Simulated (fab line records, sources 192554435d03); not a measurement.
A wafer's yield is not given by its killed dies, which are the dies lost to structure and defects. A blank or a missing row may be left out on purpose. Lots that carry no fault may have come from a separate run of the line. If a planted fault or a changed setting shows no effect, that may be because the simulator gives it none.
Which of the tools did it? || flow n5_finfet || 9 lots, 27 wafers sampled, at 5 steps of a route of 1938

== WHAT THE GAUGES READ, wafer by wafer ==
N5_HKMG_FIN_OVL_MEAS_50. Usual: NDIPOLE_OVL -0.1 nm, standard deviation 0.69.
{"lot": "L144", "measured": "day 3 22:07", "on": "overlay-02", "NDIPOLE_OVL (nm)": "-0.1 -0.2 -0.3", "flag": ""}
{"lot": "L145", "measured": "day 4 03:56", "on": "overlay-01", "NDIPOLE_OVL (nm)": "-1.7 0.0 0.1", "flag": ""}
{"lot": "L151", "measured": "day 5 18:08", "on": "overlay-02", "NDIPOLE_OVL (nm)": "0.5 -0.1 -0.5", "flag": ""}
{"lot": "L152", "measured": "day 6 04:37", "on": "overlay-02", "NDIPOLE_OVL (nm)": "-0.1 0.0 0.3", "flag": ""}
{"lot": "L158", "measured": "day 7 11:34", "on": "overlay-01", "NDIPOLE_OVL (nm)": "0.1 -0.1 0.4", "flag": ""}
{"lot": "L160", "measured": "day 7 22:24", "on": "overlay-02", "NDIPOLE_OVL (nm)": "-0.5 -0.7 -0.7", "flag": ""}
{"lot": "L162", "measured": "day 8 09:53", "on": "overlay-02", "NDIPOLE_OVL (nm)": "0.4 0.1 0.1", "flag": ""}
{"lot": "L164", "measured": "day 8 23:22", "on": "overlay-01", "NDIPOLE_OVL (nm)": "0.5 1.1 0.1", "flag": ""}
{"lot": "L166", "measured": "day 9 12:35", "on": "overlay-01", "NDIPOLE_OVL (nm)": "0.4 -0.2 0.2", "flag": ""}

N5_HKMG_FIN_INSPECT_61: inspects for defects (macro). Usual: raw_defect_count at 2.1, with a standard deviation of 1.5.
{"lot": "L144", "measured": "day 3 22:08", "on": "defect_inspect-01", "raw_defect_count": "0 6 0", "flag": ""}
{"lot": "L145", "measured": "day 4 03:58", "on": "defect_inspect-02", "raw_defect_count": "0 4 4", "flag": ""}
{"lot": "L151", "measured": "day 5 18:09", "on": "defect_inspect-01", "raw_defect_count": "1 2 3", "flag": ""}
{"lot": "L152", "measured": "day 6 04:38", "on": "defect_inspect-01", "raw_defect_count": "2 3 3", "flag": ""}
{"lot": "L158", "measured": "day 7 11:35", "on": "defect_inspect-02", "raw_defect_count": "0 4 1", "flag": ""}
{"lot": "L160", "measured": "day 7 22:26", "on": "defect_inspect-02", "raw_defect_count": "1 1 2", "flag": ""}
{"lot": "L162", "measured": "day 8 09:54", "on": "defect_inspect-01", "raw_defect_count": "3 4 1", "flag": ""}
{"lot": "L164", "measured": "day 8 23:24", "on": "defect_inspect-01", "raw_defect_count": "2 2 1", "flag": ""}
{"lot": "L166", "measured": "day 9 12:37", "on": "defect_inspect-02", "raw_defect_count": "1 5 5", "flag": ""}

N5_BEOL_M4_RC_MEAS_101. Usual: DIBL_N 36.5 mV/V, standard deviation 1.4; DIBL_P 36.9 mV/V, standard deviation 1.7; IOFF_N 0.163 nA/um, standard deviation 0.023; IOFF_N_85C 3.2 nA/um, standard deviation 0.37; IOFF_N_LIN 0.075 nA/um, standard deviation 0.0089; IOFF_N_LONG 5.48e-05 nA/um, standard deviation 2.1e-06; IOFF_P 0.22 nA/um, standard deviation 0.032; ION_N 673 uA/um, standard deviation 9; ION_P 462 uA/um, standard deviation 7.5; SS_N 71.6 mV/dec, standard deviation 0.54; SS_P 73.4 mV/dec, standard deviation 0.62; VT_N 249.8 mV, standard deviation 2.8; VT_N_LONG 275.4 mV, standard deviation 1.7; VT_P -250 mV, standard deviation 3.5.
{"lot": "L144", "measured": "day 7 20:49", "on": "prober-02", "DIBL_N (mV/V)": "35.6 36.6 35.5", "DIBL_P (mV/V)": "35.4 36.4 35.4", "IOFF_N (nA/um)": "0.143 0.167 0.149", "IOFF_N_85C (nA/um)": "2.9 3.3 3.0", "IOFF_N_LIN (nA/um)": "0.067 0.075 0.069", "IOFF_N_LONG (nA/um)": "5.37e-05 5.38e-05 5.38e-05", "IOFF_P (nA/um)": "0.19 0.20 0.19", "ION_N (uA/um)": "663 665 674", "ION_P (uA/um)": "459 450 461", "SS_N (mV/dec)": "71.8 72.1 71.7", "SS_P (mV/dec)": "73.3 73.2 72.7", "VT_N (mV)": "252.3 249.5 251.7", "VT_N_LONG (mV)": "274.0 275.0 274.6", "VT_P (mV)": "-255 -253 -255", "flag": ""}
{"lot": "L145", "measured": "day 7 23:18", "on": "prober-01", "DIBL_N (mV/V)": "35.0 37.3 36.1", "DIBL_P (mV/V)": "35.9 38.7 37.2", "IOFF_N (nA/um)": "0.143 0.184 0.163", "IOFF_N_85C (nA/um)": "2.9 3.5 3.2", "IOFF_N_LIN (nA/um)": "0.068 0.084 0.074", "IOFF_N_LONG (nA/um)": "5.79e-05 5.8e-05 5.81e-05", "IOFF_P (nA/um)": "0.21 0.26 0.23", "ION_N (uA/um)": "657 680 663", "ION_P (uA/um)": "457 468 460", "SS_N (mV/dec)": "71.2 71.9 72.0", "SS_P (mV/dec)": "73.6 74.2 73.8", "VT_N (mV)": "253.3 247.2 250.5", "VT_N_LONG (mV)": "274.9 275.9 273.0", "VT_P (mV)": "-248 -245 -249", "flag": ""}
{"lot": "L151", "measured": "day 9 18:59", "on": "prober-01", "DIBL_N (mV/V)": "36.0 37.8 37.8", "DIBL_P (mV/V)": "35.8 37.9 37.7", "IOFF_N (nA/um)": "0.153 0.184 0.179", "IOFF_N_85C (nA/um)": "3.0 3.5 3.4", "IOFF_N_LIN (nA/um)": "0.071 0.082 0.083", "IOFF_N_LONG (nA/um)": "5.51e-05 5.52e-05 5.57e-05", "IOFF_P (nA/um)": "0.19 0.22 0.21", "ION_N (uA/um)": "673 667 684", "ION_P (uA/um)": "455 450 457", "SS_N (mV/dec)": "72.0 72.8 72.0", "SS_P (mV/dec)": "73.9 73.8 73.6", "VT_N (mV)": "249.3 247.4 245.8", "VT_N_LONG (mV)": "276.3 276.0 275.4", "VT_P (mV)": "-253 -251 -253", "flag": ""}
{"lot": "L152", "measured": "day 9 21:07", "on": "prober-01", "DIBL_N (mV/V)": "36.0 35.8 36.5", "DIBL_P (mV/V)": "37.5 37.3 37.8", "IOFF_N (nA/um)": "0.176 0.174 0.187", "IOFF_N_85C (nA/um)": "3.3 3.3 3.5", "IOFF_N_LIN (nA/um)": "0.081 0.082 0.085", "IOFF_N_LONG (nA/um)": "5.58e-05 5.61e-05 5.57e-05", "IOFF_P (nA/um)": "0.25 0.25 0.27", "ION_N (uA/um)": "676 672 679", "ION_P (uA/um)": "468 469 469", "SS_N (mV/dec)": "71.8 71.7 73.1", "SS_P (mV/dec)": "74.1 74.3 73.4", "VT_N (mV)": "248.6 246.6 249.4", "VT_N_LONG (mV)": "276.6 273.6 274.5", "VT_P (mV)": "-244 -248 -246", "flag": ""}
{"lot": "L158", "measured": "day 11 18:47", "on": "prober-02", "DIBL_N (mV/V)": "36.8 38.4 37.9", "DIBL_P (mV/V)": "37.7 39.3 38.4", "IOFF_N (nA/um)": "0.448 0.432 0.350", "IOFF_N_85C (nA/um)": "7.3 7.1 6.0", "IOFF_N_LIN (nA/um)": "0.210 0.194 0.160", "IOFF_N_LONG (nA/um)": "0.0001244 0.0001057 9.48e-05", "IOFF_P (nA/um)": "0.23 0.27 0.25", "ION_N (uA/um)": "678 680 677", "ION_P (uA/um)": "463 470 468", "SS_N (mV/dec)": "71.1 71.7 71.4", "SS_P (mV/dec)": "74.2 73.5 73.5", "VT_N (mV)": "221.8 226.5 230.5", "VT_N_LONG (mV)": "247.2 254.6 256.9", "VT_P (mV)": "-249 -246 -249", "flag": "OFF"}
{"lot": "L160", "measured": "day 12 08:54", "on": "prober-02", "DIBL_N (mV/V)": "38.2 35.8 35.6", "DIBL_P (mV/V)": "39.0 36.5 35.4", "IOFF_N (nA/um)": "0.551 0.364 0.409", "IOFF_N_85C (nA/um)": "8.8 6.1 6.8", "IOFF_N_LIN (nA/um)": "0.244 0.166 0.191", "IOFF_N_LONG (nA/um)": "0.0001256 0.0001072 0.0001309", "IOFF_P (nA/um)": "0.26 0.21 0.19", "ION_N (uA/um)": "683 662 678", "ION_P (uA/um)": "470 454 460", "SS_N (mV/dec)": "71.1 71.4 71.3", "SS_P (mV/dec)": "73.4 72.9 73.3", "VT_N (mV)": "217.3 225.2 221.8", "VT_N_LONG (mV)": "248.8 253.6 245.4", "VT_P (mV)": "-246 -249 -252", "flag": "OFF"}
{"lot": "L162", "measured": "day 12 16:38", "on": "prober-01", "DIBL_N (mV/V)": "37.0 38.6 38.9", "DIBL_P (mV/V)": "38.6 40.0 39.9", "IOFF_N (nA/um)": "0.158 0.175 0.186", "IOFF_N_85C (nA/um)": "3.1 3.4 3.6", "IOFF_N_LIN (nA/um)": "0.076 0.081 0.086", "IOFF_N_LONG (nA/um)": "5.16e-05 5.15e-05 5.25e-05", "IOFF_P (nA/um)": "0.21 0.22 0.23", "ION_N (uA/um)": "673 676 676", "ION_P (uA/um)": "466 457 459", "SS_N (mV/dec)": "71.4 72.2 72.4", "SS_P (mV/dec)": "73.5 73.9 74.1", "VT_N (mV)": "249.6 251.9 250.7", "VT_N_LONG (mV)": "278.0 275.2 276.1", "VT_P (mV)": "-250 -253 -251", "flag": ""}
{"lot": "L164", "measured": "day 12 18:17", "on": "prober-02", "DIBL_N (mV/V)": "37.8 35.1 34.4", "DIBL_P (mV/V)": "39.6 36.1 35.9", "IOFF_N (nA/um)": "0.191 0.142 0.128", "IOFF_N_85C (nA/um)": "3.7 2.8 2.6", "IOFF_N_LIN (nA/um)": "0.086 0.067 0.062", "IOFF_N_LONG (nA/um)": "5.2e-05 5.1e-05 5.09e-05", "IOFF_P (nA/um)": "0.22 0.17 0.17", "ION_N (uA/um)": "679 671 656", "ION_P (uA/um)": "457 448 454", "SS_N (mV/dec)": "71.9 71.0 70.8", "SS_P (mV/dec)": "74.2 73.7 73.8", "VT_N (mV)": "247.5 251.1 255.7", "VT_N_LONG (mV)": "278.0 276.6 276.8", "VT_P (mV)": "-252 -258 -254", "flag": ""}
{"lot": "L166", "measured": "day 13 21:52", "on": "prober-02", "DIBL_N (mV/V)": "37.4 35.0 37.4", "DIBL_P (mV/V)": "36.8 33.4 36.2", "IOFF_N (nA/um)": "0.154 0.117 0.156", "IOFF_N_85C (nA/um)": "3.1 2.4 3.1", "IOFF_N_LIN (nA/um)": "0.071 0.056 0.070", "IOFF_N_LONG (nA/um)": "5.35e-05 5.44e-05 5.33e-05", "IOFF_P (nA/um)": "0.21 0.16 0.20", "ION_N (uA/um)": "669 668 664", "ION_P (uA/um)": "464 456 455", "SS_N (mV/dec)": "71.8 71.4 71.9", "SS_P (mV/dec)": "73.0 72.8 73.4", "VT_N (mV)": "251.2 254.7 252.8", "VT_N_LONG (mV)": "275.3 274.8 276.1", "VT_P (mV)": "-249 -253 -249", "flag": ""}

== WHICH TOOL RAN EACH LOT (tool, then ch and the chambers of the sampled wafers, then the start) ==
{"lot": "L144", "N5_HKMG_FIN_ETCH_55": "rie_diel-05 ch 0,1,3, day 3 22:52", "N5_HKMG_FIN_ETCH_58": "rie_diel-05 ch 0,1,3, day 3 23:04"}
{"lot": "L145", "N5_HKMG_FIN_ETCH_55": "rie_diel-03 ch 0,2, day 4 04:05", "N5_HKMG_FIN_ETCH_58": "rie_diel-03 ch 0,2, day 4 04:17"}
{"lot": "L151", "N5_HKMG_FIN_ETCH_55": "rie_diel-03 ch 0,1,2, day 5 18:17", "N5_HKMG_FIN_ETCH_58": "rie_diel-03 ch 0,1,2, day 5 18:29"}
{"lot": "L152", "N5_HKMG_FIN_ETCH_55": "rie_diel-05 ch 1,2, day 6 04:46", "N5_HKMG_FIN_ETCH_58": "rie_diel-05 ch 1,2, day 6 04:59"}
{"lot": "L158", "N5_HKMG_FIN_ETCH_55": "rie_diel-03 ch 0,1,3, day 7 11:43", "N5_HKMG_FIN_ETCH_58": "rie_diel-03 ch 0,1,3, day 7 11:56"}
{"lot": "L160", "N5_HKMG_FIN_ETCH_55": "rie_diel-03 ch 0,3, day 7 22:50", "N5_HKMG_FIN_ETCH_58": "rie_diel-03 ch 0,3, day 7 23:02"}
{"lot": "L162", "N5_HKMG_FIN_ETCH_55": "rie_diel-05 ch 0,2,3, day 8 10:02", "N5_HKMG_FIN_ETCH_58": "rie_diel-05 ch 0,2,3, day 8 10:14"}
{"lot": "L164", "N5_HKMG_FIN_ETCH_55": "rie_diel-05 ch 2,3, day 8 23:34", "N5_HKMG_FIN_ETCH_58": "rie_diel-05 ch 2,3, day 8 23:53"}
{"lot": "L166", "N5_HKMG_FIN_ETCH_55": "rie_diel-04 ch 1,3, day 9 13:01", "N5_HKMG_FIN_ETCH_58": "rie_diel-04 ch 1,3, day 9 13:14"}
- N5_HKMG_FIN_ETCH_55: etches SOC in N2/H2, target depth 240 nm, time 300 s.
- N5_HKMG_FIN_ETCH_58: etches SOC in N2/H2, target depth 215.8 nm, time 741 s.

== WHAT THE TOOLS THEMSELVES READ (means of the sampled wafers that have a number; where no wafer has one, the mark that the record gives instead) ==
N5_HKMG_FIN_ETCH_55. Usual: drypump_motor_current_A 6.0 A, standard deviation 0.37; oes_product_au 0.78 a.u., standard deviation 0.097; rf_vpp_V 523.9 V, standard deviation 2; run_length_s 323.2 s, standard deviation 0.5; showerhead_plenum_p_Torr 2.54 Torr, standard deviation 0.066; throttle_valve_pct 17.9 %, standard deviation 0.3.
{"lot": "L144", "tool": "rie_diel-05", "drypump_motor_current_A (A)": 6.2, "oes_product_au (a.u.)": 0.78, "rf_vpp_V (V)": 523.9, "run_length_s (s)": 323.5, "showerhead_plenum_p_Torr (Torr)": 2.55, "throttle_valve_pct (%)": 18.0, "flag": ""}
{"lot": "L145", "tool": "rie_diel-03", "drypump_motor_current_A (A)": 5.6, "oes_product_au (a.u.)": 0.78, "rf_vpp_V (V)": 525.9, "run_length_s (s)": 322.9, "showerhead_plenum_p_Torr (Torr)": 2.62, "throttle_valve_pct (%)": 18.2, "flag": ""}
{"lot": "L151", "tool": "rie_diel-03", "drypump_motor_current_A (A)": 5.9, "oes_product_au (a.u.)": 0.75, "rf_vpp_V (V)": 524.5, "run_length_s (s)": 323.2, "showerhead_plenum_p_Torr (Torr)": 2.58, "throttle_valve_pct (%)": 18.2, "flag": ""}
{"lot": "L152", "tool": "rie_diel-05", "drypump_motor_current_A (A)": 6.3, "oes_product_au (a.u.)": 0.79, "rf_vpp_V (V)": 522.2, "run_length_s (s)": 322.6, "showerhead_plenum_p_Torr (Torr)": 2.49, "throttle_valve_pct (%)": 17.8, "flag": ""}
{"lot": "L158", "tool": "rie_diel-03", "drypump_motor_current_A (A)": 6.2, "oes_product_au (a.u.)": 0.88, "rf_vpp_V (V)": 523.8, "run_length_s (s)": 323.5, "showerhead_plenum_p_Torr (Torr)": 2.55, "throttle_valve_pct (%)": 17.9, "flag": ""}
{"lot": "L160", "tool": "rie_diel-03", "drypump_motor_current_A (A)": 6.1, "oes_product_au (a.u.)": 0.83, "rf_vpp_V (V)": 525.3, "run_length_s (s)": 323.4, "showerhead_plenum_p_Torr (Torr)": 2.57, "throttle_valve_pct (%)": 17.8, "flag": ""}
{"lot": "L162", "tool": "rie_diel-05", "drypump_motor_current_A (A)": 6.2, "oes_product_au (a.u.)": 0.79, "rf_vpp_V (V)": 523.0, "run_length_s (s)": 323.1, "showerhead_plenum_p_Torr (Torr)": 2.52, "throttle_valve_pct (%)": 17.9, "flag": ""}
{"lot": "L164", "tool": "rie_diel-05", "drypump_motor_current_A (A)": 6.2, "oes_product_au (a.u.)": 0.74, "rf_vpp_V (V)": 524.1, "run_length_s (s)": 323.3, "showerhead_plenum_p_Torr (Torr)": 2.57, "throttle_valve_pct (%)": 18.1, "flag": ""}
{"lot": "L166", "tool": "rie_diel-04", "drypump_motor_current_A (A)": 6.2, "oes_product_au (a.u.)": 0.89, "rf_vpp_V (V)": 526.8, "run_length_s (s)": 323.3, "showerhead_plenum_p_Torr (Torr)": 2.65, "throttle_valve_pct (%)": 17.8, "flag": ""}

N5_HKMG_FIN_ETCH_58. Usual: drypump_motor_current_A 6.0 A, standard deviation 0.37; oes_product_au 0.78 a.u., standard deviation 0.097; rf_vpp_V 99.1 V, standard deviation 0.9; run_length_s 764.2 s, standard deviation 0.53; showerhead_plenum_p_Torr 2.54 Torr, standard deviation 0.066; throttle_valve_pct 17.9 %, standard deviation 0.31.
{"lot": "L144", "tool": "rie_diel-05", "drypump_motor_current_A (A)": 6.2, "oes_product_au (a.u.)": 0.78, "rf_vpp_V (V)": 99.6, "run_length_s (s)": 764.4, "showerhead_plenum_p_Torr (Torr)": 2.55, "throttle_valve_pct (%)": 18.0, "flag": ""}
{"lot": "L145", "tool": "rie_diel-03", "drypump_motor_current_A (A)": 5.6, "oes_product_au (a.u.)": 0.78, "rf_vpp_V (V)": 99.8, "run_length_s (s)": 764.2, "showerhead_plenum_p_Torr (Torr)": 2.62, "throttle_valve_pct (%)": 18.2, "flag": ""}
{"lot": "L151", "tool": "rie_diel-03", "drypump_motor_current_A (A)": 5.9, "oes_product_au (a.u.)": 0.76, "rf_vpp_V (V)": 99.0, "run_length_s (s)": 764.5, "showerhead_plenum_p_Torr (Torr)": 2.58, "throttle_valve_pct (%)": 18.2, "flag": ""}
{"lot": "L152", "tool": "rie_diel-05", "drypump_motor_current_A (A)": 6.3, "oes_product_au (a.u.)": 0.79, "rf_vpp_V (V)": 98.0, "run_length_s (s)": 763.8, "showerhead_plenum_p_Torr (Torr)": 2.49, "throttle_valve_pct (%)": 17.7, "flag": ""}
{"lot": "L158", "tool": "rie_diel-03", "drypump_motor_current_A (A)": 6.2, "oes_product_au (a.u.)": 0.87, "rf_vpp_V (V)": 99.2, "run_length_s (s)": 636.3, "showerhead_plenum_p_Torr (Torr)": 2.55, "throttle_valve_pct (%)": 17.8, "flag": "OFF"}
{"lot": "L160", "tool": "rie_diel-03", "drypump_motor_current_A (A)": 6.2, "oes_product_au (a.u.)": 0.82, "rf_vpp_V (V)": 99.1, "run_length_s (s)": 636.5, "showerhead_plenum_p_Torr (Torr)": 2.57, "throttle_valve_pct (%)": 17.8, "flag": "OFF"}
{"lot": "L162", "tool": "rie_diel-05", "drypump_motor_current_A (A)": 6.2, "oes_product_au (a.u.)": 0.78, "rf_vpp_V (V)": 99.6, "run_length_s (s)": 764.3, "showerhead_plenum_p_Torr (Torr)": 2.52, "throttle_valve_pct (%)": 17.8, "flag": ""}
{"lot": "L164", "tool": "rie_diel-05", "drypump_motor_current_A (A)": 6.2, "oes_product_au (a.u.)": 0.74, "rf_vpp_V (V)": 99.2, "run_length_s (s)": 764.6, "showerhead_plenum_p_Torr (Torr)": 2.57, "throttle_valve_pct (%)": 18.0, "flag": ""}
{"lot": "L166", "tool": "rie_diel-04", "drypump_motor_current_A (A)": 6.2, "oes_product_au (a.u.)": 0.89, "rf_vpp_V (V)": 99.7, "run_length_s (s)": 764.1, "showerhead_plenum_p_Torr (Torr)": 2.65, "throttle_valve_pct (%)": 17.8, "flag": ""}

== THE ANSWER, worked out from the rows above alone ==
Rule: a lot counts as off when the mean over its wafers that have a number is more than 3 standard deviations away from the usual mean. A lot without any number at a reading at which 4 lots or more have one is off too. The other lots that the step has rows for count as sound. The gauges are gone through in route order, then the tools' own readings, and for those a lot's mean is taken as printed above. The first step at which some lot is off is used, and at that step the reading that is off furthest; a lot without a number counts as furthest.
Off: L158, L160, seen at N5_BEOL_M4_RC_MEAS_101 (IOFF_N_LONG).
A tool fits if, at a process step before that reading, it ran every lot that is off, and no sound lot after the first of them. Not tried: the gauges at N5_BEOL_M4_RC_MEAS_101; whatever is off there is also off at N5_HKMG_FIN_ETCH_58, on other tools, and gauge error can't account for it. One fits: rie_diel-03 at N5_HKMG_FIN_ETCH_55 and N5_HKMG_FIN_ETCH_58. At N5_HKMG_FIN_ETCH_55 its last sound lot is L151 (day 5 18:17), its first lot that is off L158 (day 7 11:43): a fault that began between those two fits.

== WHAT THE SIMULATOR PUT IN ==
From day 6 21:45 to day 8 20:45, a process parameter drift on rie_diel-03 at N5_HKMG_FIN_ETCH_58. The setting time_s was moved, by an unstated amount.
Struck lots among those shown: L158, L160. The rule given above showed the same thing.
